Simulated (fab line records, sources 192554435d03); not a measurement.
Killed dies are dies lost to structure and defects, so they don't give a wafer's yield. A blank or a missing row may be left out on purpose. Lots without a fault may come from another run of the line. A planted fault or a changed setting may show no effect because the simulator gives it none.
Chamber matching | flow n5_finfet | N5_FIN_CUT_CUT_ETCH_28 on rie_si-04: 4 sister chambers
The step etches Si in HBr/Cl2/O2, target depth 6 nm, time 2.4 s. 8 wafers are shown with their chamber, then 7 later ones without.

WAFERS WITH THEIR CHAMBER
wafer  | chamber | throttle_valve_pct (%) | drypump_motor_current_A (A)
L078.3 | 0       | 37.62                  | 5.8
L079.2 | 1       | 36.87                  | 6.1
L081.1 | 1       | 36.88                  | 6.1
L081.6 | 0       | 37.61                  | 5.7
L083.5 | 3       | 37.16                  | 5.5
L083.6 | 2       | 36.92                  | 6.1
L085.1 | 3       | 37.16                  | 5.5
L085.4 | 2       | 36.93                  | 6.1

WAFERS WITHOUT THEIR CHAMBER
wafer  | throttle_valve_pct (%) | drypump_motor_current_A (A)
L085.6 | 37.62                  | 5.8
L086.1 | 37.15                  | 5.5
L086.4 | 36.92                  | 6.1
L086.5 | 37.17                  | 5.5
L096.1 | 36.88                  | 6.1
L096.2 | 37.64                  | 5.8
L096.5 | 36.87                  | 6.1

WHICH CHAMBER EACH WENT THROUGH
wafer  | from the rows above | in truth
L085.6 | 0                   | 0
L086.1 | 3                   | 3
L086.4 | 2                   | 2
L086.5 | 3                   | 3
L096.1 | 1                   | 1
L096.2 | 0                   | 0
L096.5 | 1                   | 1
Placed correctly: 7 of 7. Can't be placed from these rows: 0. Placed wrongly: 0.
How it was worked out, from the rows above alone: a wafer's distance from a chamber is the root of the sum, over the readings, of the square of ((its reading less the chamber's mean) divided by the reading's scatter). The wafer belongs to the nearest chamber; if the next one is less than 2 further off, it can't be placed. A chamber's mean is the mean of its shown wafers. The scatter: the root of (the sum of the squares of (reading less its chamber's mean) over the shown wafers, divided by (wafers less chambers)).
